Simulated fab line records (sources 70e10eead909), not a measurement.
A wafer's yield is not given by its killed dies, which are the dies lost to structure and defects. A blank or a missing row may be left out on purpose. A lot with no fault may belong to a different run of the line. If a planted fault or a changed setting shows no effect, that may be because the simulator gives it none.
fab line records + flow nand_harc
[record]
- lots = 12
- wafers = 36
- last_day = 24
route steps=1159 shown P_M2@349 P_BONDPAD@372 END@1159
lots with no fault: from the same line, run without faults
start_h: hours from the record's opening day to when the first of the lot's shown wafers began + wait_h: hours elapsed since this lot's preceding step + " repeats the value in the row above + L1.1+2: a row that stands for several wafers + - either no value or no given start + * or withheld: withheld + < > ~ a bound
route shown NAME@n: names a module that has steps shown in the file, with the first one's number in the route + usual: the fault-free wafers' mean and standard deviation + same: alike in all rows + chamber/n: place in a boat + sites: each site's reading + _std_site: how widely they spread, as a standard deviation + _edge_site: mean of outer sites minus mean of inner sites + radius_mm: how far each site lies from the wafer's centre + mask NAME#n: copy n + behind: the most recent tool/chamber to have shaped the wafer + hold: why the lot went on hold/how many hours it stayed there/how the hold came to an end + device: the transistor (n, p or np) that didn't switch + end of line: tests run on the same wafers once the route is complete + a step given without rows: its recipe and nothing more + killed: not the wafer's yield, but the dies lost to structure and defects at the first sort + map: a wafer's dies, marking killed ones x, the rest . and places with no die _
set.NAME: the run value of the setting; set.NAME@STEP: its run value at that earlier step + model.NAME: the simulator's own value behind a step, which no gauge read
route steps across a sampled set of lots; one table per step, one row per wafer
services: from which hour (start_h, from the record's first day; less than 0 if before it) a tool's chamber was out of use, for how many hours, and why
[[steps]]
[step NHARC_P_M2_PRE_CLEAN_32]
[recipe]
- time_s = 12
- temp_c = 370
- rf_power_w = 300
- gas = NH3
[usual]
- heater_power_w = 612/73
[same]
- time_s = 12
| lot.wafer | tool     | chamber | start_h | wait_h | heater_power_w |
|-----------|----------|---------|---------|--------|----------------|
| L155.4    | pecvd-01 | 1       | 122.50  | 0.1    | 562            |
| L155.6    | "        | 2       | "       | "      | 555            |
| L155.5    | "        | 0       | "       | "      | 669            |
| L157.2    | pecvd-04 | 1       | 141.98  | 0.1    | 560            |
| L157.1    | "        | 2       | "       | "      | 545            |
| L157.6    | "        | 0       | "       | "      | 739            |
| L158.2    | pecvd-02 | 2       | 146.17  | 0.1    | 744            |
| L158.1    | "        | 1       | "       | "      | 570            |
| L158.5    | "        | 1       | "       | "      | 532            |
| L162.2    | pecvd-01 | 2       | 171.73  | 0.1    | 579            |
| L162.3    | "        | 1       | "       | "      | 581            |
| L162.4    | "        | 0       | "       | "      | 674            |
| L166.1    | pecvd-02 | 1       | 196.83  | 0.1    | 540            |
| L166.4    | "        | 0       | "       | "      | 546            |
| L166.6    | "        | 1       | "       | "      | 538            |
| L170.1    | pecvd-01 | 0       | 226.17  | 0.1    | 636            |
| L170.4    | "        | 0       | "       | "      | 619            |
| L170.5    | "        | 1       | "       | "      | 492            |
| L172.5    | pecvd-01 | 0       | 236.72  | 0.1    | 708            |
| L172.6    | "        | 1       | "       | "      | 500            |
| L172.4    | "        | 2       | "       | "      | 570            |
| L176.3    | pecvd-02 | 1       | 249.87  | 0.2    | 509            |
| L176.1    | "        | 2       | "       | "      | 688            |
| L176.2    | "        | 0       | "       | "      | 548            |
| L175.2    | pecvd-04 | 1       | 250.96  | 0.1    | 619            |
| L175.3    | "        | 0       | "       | "      | 736            |
| L175.4    | "        | 1       | "       | "      | 604            |
| L174.1    | pecvd-01 | 2       | 257.16  | 0.1    | 568            |
| L174.3    | "        | 1       | "       | "      | 511            |
| L174.4    | "        | 0       | "       | "      | 775            |
| L177.2    | pecvd-01 | 1       | 257.93  | 0.2    | 550            |
| L177.5    | "        | 0       | "       | "      | 706            |
| L177.6    | "        | 1       | "       | "      | 570            |
| L178.1    | pecvd-04 | 2       | 266.42  | 0.1    | 570            |
| L178.3    | "        | 0       | "       | "      | 718            |
| L178.5    | "        | 0       | "       | "      | 737            |
[step NHARC_P_BONDPAD_ETCH_24]
[recipe]
- target_depth_a = 300
- over_etch_frac = 0.3
- time_s = 72.99
- ion_energy_ev = 150
- cf4_flow_sccm = 50
- n2_flow_sccm = 100
- ar_flow_sccm = 150
- rf_w = 300
- bias_w = 100
- chemistry = CF4/N2
[usual]
- drypump_motor_current_A = 5.6/0.43
- mfc_ar_sccm = 150.0/0.44
- oes_product_au = 1.002/0.0076
- rf_vpp_V = 314.2/1.8
- showerhead_plenum_p_Torr = 2.63/0.095
- throttle_valve_pct = 19.793/0.0088
[same]
- over_etch_frac = 0.3
- time_s = 72.99
| lot.wafer | tool        | chamber | start_h | wait_h | drypump_motor_current_A | mfc_ar_sccm | oes_product_au | rf_hours_counter_h | rf_vpp_V | showerhead_plenum_p_Torr | throttle_valve_pct |
|-----------|-------------|---------|---------|--------|-------------------------|-------------|----------------|--------------------|----------|--------------------------|--------------------|
| L155.4    | rie_diel-02 | 2       | -       | -      | 5.4                     | 151.2       | 1.009          | 42                 | 311.1    | 2.49                     | 19.797             |
| L155.6    | "           | 1       | "       | "      | 5.4                     | 149.9       | 0.996          | -                  | 312.7    | 2.50                     | 19.785             |
| L155.5    | "           | 2       | "       | "      | 5.4                     | 150.2       | 1.008          | -                  | 313.0    | 2.49                     | 19.773             |
| L157.2    | rie_diel-12 | 3       | -       | -      | 4.9                     | 150.1       | 0.998          | 11                 | 313.3    | 2.62                     | 19.784             |
| L157.1    | "           | 1       | "       | "      | 5.6                     | 149.7       | 0.988          | 10                 | 315.8    | 2.75                     | 19.798             |
| L157.6    | "           | 3       | "       | "      | 4.9                     | 149.9       | 1.002          | -                  | 314.3    | 2.62                     | 19.798             |
| L158.2    | rie_diel-12 | 0       | -       | -      | 5.7                     | 150.1       | 1.009          | 13                 | 316.0    | 2.71                     | 19.794             |
| L158.1    | "           | 1       | "       | "      | 5.6                     | 150.7       | 1.005          | 10                 | 316.6    | 2.75                     | 19.785             |
| L158.5    | "           | 1       | "       | "      | 5.6                     | 149.9       | 0.999          | -                  | 316.1    | 2.75                     | 19.778             |
| L162.2    | rie_diel-07 | 2       | -       | -      | 6.1                     | 149.7       | 1.009          | 39                 | 310.6    | 2.51                     | 19.784             |
| L162.3    | "           | 3       | "       | "      | 5.7                     | 150.7       | 0.999          | 43                 | 315.2    | 2.70                     | 19.794             |
| L162.4    | "           | 1       | "       | "      | 5.6                     | 149.0       | 1.006          | 40                 | 311.4    | 2.49                     | 19.797             |
| L166.1    | rie_diel-12 | 3       | -       | -      | 4.8                     | 149.7       | 1.007          | 14                 | 313.1    | 2.62                     | 19.786             |
| L166.4    | "           | 1       | "       | "      | 5.6                     | 149.3       | 1.001          | 15                 | 316.4    | 2.75                     | 19.804             |
| L166.6    | "           | 3       | "       | "      | 4.8                     | 149.7       | 0.998          | -                  | 314.1    | 2.62                     | 19.811             |
| L170.1    | rie_diel-12 | 0       | 228.64  | 0.2    | 5.7                     | 150.2       | 1.003          | 2                  | 316.7    | 2.71                     | 19.803             |
| L170.5    | "           | 2       | "       | "      | 6.1                     | 150.9       | 0.994          | -                  | 311.6    | 2.53                     | 19.789             |
| L170.4    | "           | 0       | "       | "      | 5.7                     | 150.0       | 1.008          | -                  | 317.3    | 2.71                     | 19.789             |
| L172.4    | rie_diel-12 | 1       | -       | -      | 5.6                     | 150.3       | 1.004          | 2                  | 315.8    | 2.75                     | 19.794             |
| L172.6    | "           | 3       | "       | "      | 4.9                     | 149.4       | 0.999          | -                  | 313.3    | 2.62                     | 19.808             |
| L172.5    | "           | 0       | "       | "      | 5.7                     | 149.5       | 0.999          | -                  | 315.5    | 2.70                     | 19.795             |
| L176.1    | rie_diel-12 | 1       | 252.55  | 0.1    | 5.6                     | 150.8       | 1.018          | 4                  | 315.7    | 2.75                     | 19.781             |
| L176.2    | "           | 2       | "       | "      | 6.1                     | 149.4       | 1.024          | 5                  | 311.8    | 2.53                     | 19.801             |
| L176.3    | "           | 0       | "       | "      | 5.7                     | 150.3       | 1.012          | 5                  | 316.6    | 2.70                     | 19.789             |
| L175.2    | rie_diel-12 | 2       | 253.51  | 0.1    | 6.1                     | 150.1       | 1.002          | 5                  | 312.7    | 2.53                     | 19.782             |
| L175.3    | "           | 0       | "       | "      | 5.7                     | 150.7       | 1.002          | 5                  | 314.4    | 2.70                     | 19.804             |
| L175.4    | "           | 1       | "       | "      | 5.6                     | 150.2       | 1.003          | -                  | 317.3    | 2.75                     | 19.800             |
| L174.3    | rie_diel-12 | 0       | 259.56  | 0.2    | 5.7                     | 149.2       | 0.993          | 6                  | 314.7    | 2.70                     | 19.780             |
| L174.4    | "           | 1       | "       | "      | 5.6                     | 150.2       | 0.991          | 5                  | 316.5    | 2.75                     | 19.801             |
| L174.1    | "           | 3       | "       | "      | 4.8                     | 149.7       | 0.999          | 4                  | 313.3    | 2.62                     | 19.790             |
| L177.2    | rie_diel-12 | 0       | -       | -      | 5.7                     | 150.1       | 1.015          | 6                  | 315.7    | 2.70                     | 19.798             |
| L177.6    | "           | 1       | "       | "      | 5.6                     | 149.2       | 0.995          | -                  | 316.1    | 2.75                     | 19.800             |
| L177.5    | "           | 2       | "       | "      | 6.1                     | 149.1       | 0.998          | -                  | 313.6    | 2.53                     | 19.783             |
| L178.1    | rie_diel-12 | 3       | -       | -      | 4.8                     | 149.7       | 0.996          | 4                  | 313.8    | 2.62                     | 19.794             |
| L178.3    | "           | 2       | "       | "      | 6.0                     | 150.1       | 0.997          | 6                  | 313.1    | 2.53                     | 19.795             |
| L178.5    | "           | 3       | "       | "      | 4.9                     | 150.2       | 1.000          | -                  | 313.1    | 2.62                     | 19.790             |
[step NHARC_P_BONDPAD_PRE_CLEAN_26]
[recipe]
- time_s = 30
- temp_c = 280
- gas = H2/He
[usual]
- heater_power_w = 409/47
[same]
- time_s = 30
| lot.wafer | tool           | chamber | start_h | wait_h | heater_power_w |
|-----------|----------------|---------|---------|--------|----------------|
| L155.4    | pvd_sputter-03 | -       | -       | -      | 479            |
| L155.5    | "              | -       | "       | "      | 433            |
| L155.6    | "              | -       | "       | "      | 482            |
| L157.2    | pvd_sputter-01 | -       | -       | -      | 403            |
| L157.1    | "              | -       | "       | "      | 447            |
| L157.6    | "              | -       | "       | "      | 403            |
| L158.1    | pvd_sputter-01 | -       | -       | -      | 378            |
| L158.2    | "              | -       | "       | "      | 415            |
| L158.5    | "              | -       | "       | "      | 392            |
| L162.4    | pvd_sputter-03 | -       | -       | -      | 361            |
| L162.3    | "              | -       | "       | "      | 424            |
| L162.2    | "              | -       | "       | "      | 437            |
| L166.4    | pvd_sputter-03 | -       | -       | -      | 350            |
| L166.1    | "              | -       | "       | "      | 457            |
| L166.6    | "              | -       | "       | "      | 347            |
| L170.1    | pvd_sputter-02 | -       | -       | -      | 434            |
| L170.4    | "              | -       | "       | "      | 477            |
| L170.5    | "              | -       | "       | "      | 368            |
| L172.4    | pvd_sputter-02 | -       | -       | -      | 475            |
| L172.6    | "              | -       | "       | "      | 435            |
| L172.5    | "              | -       | "       | "      | 469            |
| L176.3    | pvd_sputter-03 | -       | -       | -      | 350            |
| L176.1    | "              | -       | "       | "      | 422            |
| L176.2    | "              | -       | "       | "      | 487            |
| L175.2    | pvd_sputter-01 | -       | -       | -      | 407            |
| L175.4    | "              | -       | "       | "      | 410            |
| L175.3    | "              | -       | "       | "      | 452            |
| L174.4    | pvd_sputter-01 | -       | -       | -      | 403            |
| L174.3    | "              | -       | "       | "      | 400            |
| L174.1    | "              | -       | "       | "      | 380            |
| L177.2    | pvd_sputter-03 | -       | -       | -      | 424            |
| L177.5    | "              | -       | "       | "      | 443            |
| L177.6    | "              | -       | "       | "      | 483            |
| L178.1    | pvd_sputter-01 | -       | -       | -      | 402            |
| L178.3    | "              | -       | "       | "      | 412            |
| L178.5    | "              | -       | "       | "      | 368            |
[step NHARC_P_BONDPAD_PVD_17]
[recipe]
- target_thk_a = 50
- bias_v = 168.6
- power_w = 15000
- chamber_pressure_pa = 0.12
- time_s = 8.06
- substrate_temp_c = 50
- material = TaN
[usual]
- throttle_valve_pct = 29.8/0.88
[same]
- time_s = 8.06
| lot.wafer | tool           | chamber | start_h | wait_h | throttle_valve_pct |
|-----------|----------------|---------|---------|--------|--------------------|
| L155.4    | pvd_sputter-03 | -       | 125.65  | -      | 29.5               |
| L155.5    | "              | -       | "       | "      | 29.3               |
| L155.6    | "              | -       | "       | "      | 29.3               |
| L157.2    | pvd_sputter-01 | -       | 144.97  | -      | 28.6               |
| L157.1    | "              | -       | "       | "      | 30.1               |
| L157.6    | "              | -       | "       | "      | 30.8               |
| L158.1    | pvd_sputter-01 | -       | 149.36  | -      | 30.8               |
| L158.2    | "              | -       | "       | "      | 28.6               |
| L158.5    | "              | -       | "       | "      | 30.5               |
| L158.1    | pvd_sputter-01 | -       | 149.63  | -      | 30.7               |
| L158.2    | "              | -       | "       | "      | 29.0               |
| L158.5    | "              | -       | "       | "      | 30.3               |
| L162.3    | pvd_sputter-03 | -       | 174.72  | -      | 29.7               |
| L162.4    | "              | -       | "       | "      | 27.9               |
| L162.2    | "              | -       | "       | "      | 29.4               |
| L162.3    | pvd_sputter-03 | -       | 174.99  | -      | 29.7               |
| L162.4    | "              | -       | "       | "      | 27.7               |
| L162.2    | "              | -       | "       | "      | 29.4               |
| L166.4    | pvd_sputter-03 | -       | 199.69  | -      | 29.5               |
| L166.1    | "              | -       | "       | "      | 28.0               |
| L166.6    | "              | -       | "       | "      | 29.4               |
| L166.4    | pvd_sputter-03 | -       | 199.96  | -      | 29.8               |
| L166.1    | "              | -       | "       | "      | 27.4               |
| L166.6    | "              | -       | "       | "      | 29.6               |
| L170.4    | pvd_sputter-02 | -       | 229.16  | -      | 30.3               |
| L170.1    | "              | -       | "       | "      | 28.8               |
| L170.5    | "              | -       | "       | "      | 31.2               |
| L172.4    | pvd_sputter-02 | -       | 239.81  | -      | 29.6               |
| L172.6    | "              | -       | "       | "      | 31.5               |
| L172.5    | "              | -       | "       | "      | 30.3               |
| L176.2    | pvd_sputter-03 | -       | 253.09  | -      | 29.7               |
| L176.1    | "              | -       | "       | "      | 29.8               |
| L176.3    | "              | -       | "       | "      | 27.8               |
| L175.3    | pvd_sputter-01 | -       | 254.03  | -      | 30.5               |
| L175.2    | "              | -       | "       | "      | 28.9               |
| L175.4    | "              | -       | "       | "      | 30.1               |
| L174.3    | pvd_sputter-01 | -       | 260.08  | -      | 30.0               |
| L174.4    | "              | -       | "       | "      | 30.4               |
| L174.1    | "              | -       | "       | "      | 30.2               |
| L177.2    | pvd_sputter-03 | -       | 261.39  | -      | 27.8               |
| L177.5    | "              | -       | "       | "      | 29.9               |
| L177.6    | "              | -       | "       | "      | 29.5               |
| L178.1    | pvd_sputter-01 | -       | 269.33  | -      | 30.1               |
| L178.3    | "              | -       | "       | "      | 28.9               |
| L178.5    | "              | -       | "       | "      | 30.3               |
[step NHARC_END_SORT_01]
[recipe]
- temp_c = 25
[usual]
- defect_limited_yield = 95.3/1.7
- killed_at_array = 28/12
- killed_at_other = 0.8/1.1
- killed_at_periphery = 3.6/2.3
- killed_dies = 32/12
- killed_open = 3.4/1.9
- killed_short = 2.0/1.3
- sort_bin_2_pct = 1.4/0.61
- sort_bin_3_pct = 0.26/0.22
- sort_bin_4_pct = 3.0/1.2
- sort_n_pass = 645/12
- sort_rim_yield_pct = 95.8/2.9
- sort_yield_pct = 95.3/1.7
[same]
- gross_dies = 677
- sort_bin_5_pct[%] = 0
- sort_bin_6_pct[%] = 0
- sort_bin_7_pct[%] = 0
- sort_bin_8_pct[%] = 0
- sort_rim_n_gross = 106.00
| lot.wafer | tool      | chamber | start_h | wait_h | defect_limited_yield[%] | killed_at_array | killed_at_other | killed_at_periphery | killed_dies | killed_open | killed_short | sort_bin_2_pct[%] | sort_bin_3_pct[%] | sort_bin_4_pct[%] | sort_n_pass | sort_rim_yield_pct[%] | sort_yield_pct[%] |
|-----------|-----------|---------|---------|--------|-------------------------|-----------------|-----------------|---------------------|-------------|-------------|--------------|-------------------|-------------------|-------------------|-------------|-----------------------|-------------------|
| L157.1    | prober-02 | 0       | 440.92  | 2.5    | 96.8                    | 20              | 0               | 2                   | 22          | 3           | 0            | 0.4               | 0.30              | 2.5               | 655         | 95.3                  | 96.8              |
| L157.2    | prober-02 | 0       | 441.72  | 2.8    | 95.7                    | 23              | 0               | 6                   | 29          | 3           | 1            | 1.5               | 0                 | 2.8               | 648         | 94.3                  | 95.7              |
| L157.6    | prober-02 | 0       | 444.92  | 4.0    | 95.4                    | 23              | 0               | 8                   | 31          | 3           | 2            | 0.7               | 0.30              | 3.5               | 646         | 95.3                  | 95.4              |
| L162.2    | prober-01 | 0       | 483.43  | 2.8    | 97.3                    | 11              | 0               | 7                   | 18          | 1           | 1            | 1.0               | 0.15              | 1.5               | 659         | 97.2                  | 97.3              |
| L162.3    | prober-01 | 0       | 484.23  | 3.1    | 97.0                    | 14              | 2               | 4                   | 20          | 2           | 1            | 0.9               | 0.15              | 1.9               | 657         | 98.1                  | 97.0              |
| L162.4    | prober-01 | 0       | 485.03  | 3.4    | 97.2                    | 13              | 0               | 6                   | 19          | 4           | 2            | 0.7               | 0.15              | 1.9               | 658         | 98.1                  | 97.2              |
| L170.1    | prober-01 | 0       | 536.23  | 2.5    | 95.4                    | 31              | 0               | 0                   | 31          | 7           | 4            | 1.2               | 0.44              | 3.0               | 646         | 91.5                  | 95.4              |
| L170.4    | prober-01 | 0       | 538.64  | 3.4    | 94.5                    | 35              | 0               | 2                   | 37          | 5           | 1            | 1.6               | 0.44              | 3.4               | 640         | 92.5                  | 94.5              |
| L170.5    | prober-01 | 0       | 539.45  | 3.7    | 96.0                    | 23              | 0               | 4                   | 27          | 2           | 3            | 1.0               | 0.30              | 2.7               | 650         | 93.4                  | 96.0              |
| L175.2    | prober-01 | 0       | 563.44  | 2.8    | 92.5                    | 50              | 0               | 1                   | 51          | 1           | 2            | 2.2               | 0.44              | 4.9               | 626         | 94.3                  | 92.5              |
| L175.3    | prober-01 | 0       | 564.24  | 3.1    | 93.4                    | 42              | 0               | 3                   | 45          | 3           | 0            | 2.2               | 0.44              | 4.0               | 632         | 96.2                  | 93.4              |
| L175.4    | prober-01 | 0       | 565.04  | 3.4    | 91.6                    | 55              | 0               | 2                   | 57          | 4           | 1            | 2.4               | 0.59              | 5.5               | 620         | 89.6                  | 91.6              |
| L176.1    | prober-02 | 0       | 567.58  | 2.5    | 95.9                    | 21              | 0               | 7                   | 28          | 5           | 3            | 0.7               | 0.59              | 2.8               | 649         | 94.3                  | 95.9              |
| L176.2    | prober-02 | 0       | 568.38  | 2.8    | 96.8                    | 20              | 1               | 1                   | 22          | 2           | 1            | 1.2               | 0                 | 2.1               | 655         | 98.1                  | 96.8              |
| L176.3    | prober-02 | 0       | 569.17  | 3.1    | 96.2                    | 24              | 1               | 1                   | 26          | 1           | 1            | 0.7               | 0.30              | 2.8               | 651         | 100.0                 | 96.2              |
// killed by level:class
L157.1 A_CHANNEL_HOLE_D1:chamber_film_flake=9 A_CONTACT:chamber_film_flake=5 A_SLIT:chamber_film_flake=2 A_WL_FILL:chamber_film_flake=2 P_M2:geometric_particle:open=1 A_CONTACT:geometric_particle:open=1 A_M0:geometric_particle:open=1 P_ZERO_WELL:chamber_film_flake=1
L157.2 A_CHANNEL_HOLE_D1:chamber_film_flake=11 P_STI:chamber_film_flake=5 A_CONTACT:chamber_film_flake=4 A_CONTACT:geometric_particle:open=2 A_WL_FILL:chamber_film_flake=2 P_M1:geometric_particle:short=1 A_M0:geometric_particle:open=1 A_ZERO_WELL:chamber_film_flake=1
L157.6 A_CHANNEL_HOLE_D1:chamber_film_flake=10 A_CONTACT:chamber_film_flake=4 P_STI:chamber_film_flake=3 A_WL_FILL:chamber_film_flake=3 P_M0:geometric_particle:open=2 P_ZERO_WELL:chamber_film_flake=2 A_SLIT:chamber_film_flake=2 P_M0:geometric_particle:short=1
L162.2 P_CONTACT:chamber_film_flake=3 A_CHANNEL_FILL_D1:chamber_film_flake=3 A_STAIRCASE:chamber_film_flake=3 P_STI:chamber_film_flake=2 A_M1:chamber_film_flake=2 A_WL_FILL:geometric_particle:short=1 A_M0:geometric_particle:open=1 P_GATE:chamber_film_flake=1
L162.3 A_CHANNEL_FILL_D1:chamber_film_flake=5 A_SLIT:chamber_film_flake=3 P_GATE:chamber_film_flake=2 A_CHANNEL_HOLE_D1:chamber_film_flake=2 THIN_TSV:chamber_film_flake=2 P_M1:geometric_particle:short=1 A_CONTACT:geometric_particle:open=1 A_BLC:geometric_particle:open=1
L162.4 A_CHANNEL_FILL_D1:chamber_film_flake=3 P_GATE:chamber_film_flake=2 P_CONTACT:chamber_film_flake=2 A_M1:chamber_film_flake=2 P_M0:geometric_particle:open=1 A_CHANNEL_HOLE_D1:geometric_particle:open=1 A_SGD_CUT:geometric_particle:short=1 A_CONTACT:geometric_particle:open=1
L170.1 A_CHANNEL_HOLE_D1:chamber_film_flake=13 A_ONON_D1:geometric_particle:open=3 A_CONTACT:chamber_film_flake=3 A_ONON_D1:geometric_particle:short=2 A_WL_FILL:geometric_particle:short=2 A_STAIRCASE:chamber_film_flake=2 A_WL_FILL:chamber_film_flake=2 A_SOURCE_PLATE:geometric_particle:open=1
L170.4 A_CHANNEL_HOLE_D1:chamber_film_flake=22 A_STAIRCASE:chamber_film_flake=4 A_CONTACT:chamber_film_flake=3 P_STI:geometric_particle:open=1 A_ONON_D1:geometric_particle:open=1 A_CHANNEL_FILL_D1:geometric_particle:open=1 A_SGD_CUT:geometric_particle:short=1 A_CONTACT:geometric_particle:open=1
L170.5 A_CHANNEL_HOLE_D1:chamber_film_flake=15 A_STAIRCASE:chamber_film_flake=3 P_STI:chamber_film_flake=2 P_CONTACT:geometric_particle:short=1 A_ONON_D1:geometric_particle:short=1 A_ONON_D1:geometric_particle:open=1 A_SGD_CUT:geometric_particle:short=1 A_BLC:geometric_particle:open=1
L175.2 A_CHANNEL_HOLE_D1:chamber_film_flake=22 A_SLIT:chamber_film_flake=16 A_STAIRCASE:chamber_film_flake=4 A_CONTACT:chamber_film_flake=3 A_BLC:chamber_film_flake=2 A_SGD_CUT:geometric_particle:short=1 A_CONTACT:geometric_particle:open=1 A_CONTACT:geometric_particle:short=1
L175.3 A_SLIT:chamber_film_flake=19 A_CHANNEL_HOLE_D1:chamber_film_flake=15 A_STAIRCASE:chamber_film_flake=4 A_ONON_D1:geometric_particle:open=1 A_CHANNEL_FILL_D1:geometric_particle:open=1 A_CONTACT:geometric_particle:open=1 P_ZERO_WELL:chamber_film_flake=1 P_STI:chamber_film_flake=1
L175.4 A_CHANNEL_HOLE_D1:chamber_film_flake=24 A_SLIT:chamber_film_flake=21 A_STAIRCASE:chamber_film_flake=3 A_SOURCE_PLATE:geometric_particle:open=2 A_CONTACT:chamber_film_flake=2 A_CHANNEL_FILL_D1:geometric_particle:short=1 A_CHANNEL_FILL_D1:geometric_particle:open=1 A_M0:geometric_particle:open=1
L176.1 A_M0:chamber_film_flake=5 A_CHANNEL_HOLE_D1:chamber_film_flake=4 A_CONTACT:chamber_film_flake=4 P_GATE:chamber_film_flake=2 A_ZERO_WELL:chamber_film_flake=2 P_STI:geometric_particle:open=1 P_GATE:geometric_particle:short=1 P_CONTACT:geometric_particle:open=1
L176.2 A_CONTACT:chamber_film_flake=7 A_CHANNEL_HOLE_D1:chamber_film_flake=6 A_M0:chamber_film_flake=4 A_CHANNEL_FILL_D1:geometric_particle:short=1 A_CONTACT:geometric_particle:open=1 A_M0:geometric_particle:open=1 THIN_TSV:chamber_film_flake=1 P_GATE:chamber_film_flake=1
L176.3 A_CONTACT:chamber_film_flake=9 A_CHANNEL_HOLE_D1:chamber_film_flake=8 A_M0:chamber_film_flake=4 A_CHANNEL_FILL_D1:geometric_particle:short=1 A_WL_FILL:geometric_particle:open=1 P_GATE:chamber_film_flake=1 A_STAIRCASE:chamber_film_flake=1 THIN_TSV:chamber_film_flake=1
[[services]]
| tool           | chamber | start_h | hours | kind   |
|----------------|---------|---------|-------|--------|
| pvd_sputter-03 | -       | 102.00  | 10.0  | pm     |
| pecvd-02       | 2       | 105.61  | 9.4   | repair |
| pvd_sputter-01 | -       | 129.11  | 5.5   | repair |
| pecvd-02       | 0       | 135.89  | 16.4  | repair |
| rie_diel-12    | 2       | 141.04  | 1.8   | repair |
| rie_diel-02    | -       | 150.92  | 9.0   | pm     |
| pecvd-02       | -       | 153.00  | 13.0  | pm     |
| pvd_sputter-01 | -       | 158.02  | 10.0  | pm     |
| rie_diel-12    | 3       | 169.24  | 20.2  | repair |
| pecvd-04       | 0       | 173.74  | 7.8   | repair |
| rie_diel-12    | 0       | 175.37  | 2.7   | repair |
| rie_diel-07    | 2       | 177.36  | 4.5   | repair |
| pvd_sputter-01 | -       | 183.89  | 9.4   | repair |
| pecvd-04       | -       | 195.22  | 13.0  | pm     |
| rie_diel-12    | -       | 202.43  | 9.0   | pm     |
| pecvd-02       | 2       | 203.38  | 2.1   | repair |
| pvd_sputter-02 | -       | 214.00  | 10.0  | pm     |
| pvd_sputter-03 | -       | 218.39  | 12.4  | repair |
| rie_diel-12    | 1       | 226.65  | 5.4   | repair |
| rie_diel-07    | -       | 228.37  | 9.0   | pm     |
| pecvd-01       | -       | 237.05  | 13.0  | pm     |
| rie_diel-07    | 0       | 241.42  | 3.2   | repair |
| rie_diel-12    | 3       | 248.53  | 10.9  | repair |
| rie_diel-12    | -       | 265.48  | 1.1   | repair |
[[key]]
[first_sign]
- step = NHARC_P_BONDPAD_PVD_17
- reading = visit
- direction = added
effect none on later readings
met_at NHARC_P_BONDPAD_PVD_17
struck_lots L158,L162,L166
not_acting_at NHARC_P_M2_PRE_CLEAN_32,NHARC_P_BONDPAD_ETCH_24,NHARC_P_BONDPAD_PRE_CLEAN_26
[fault]
- kind = repeated_step_whole
- tool = pvd_sputter-01,pvd_sputter-02,pvd_sputter-03
- chamber = -
- onset_h = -
- steps = NHARC_P_BONDPAD_PVD_17
- times = 1
- scope = struck_lots_only
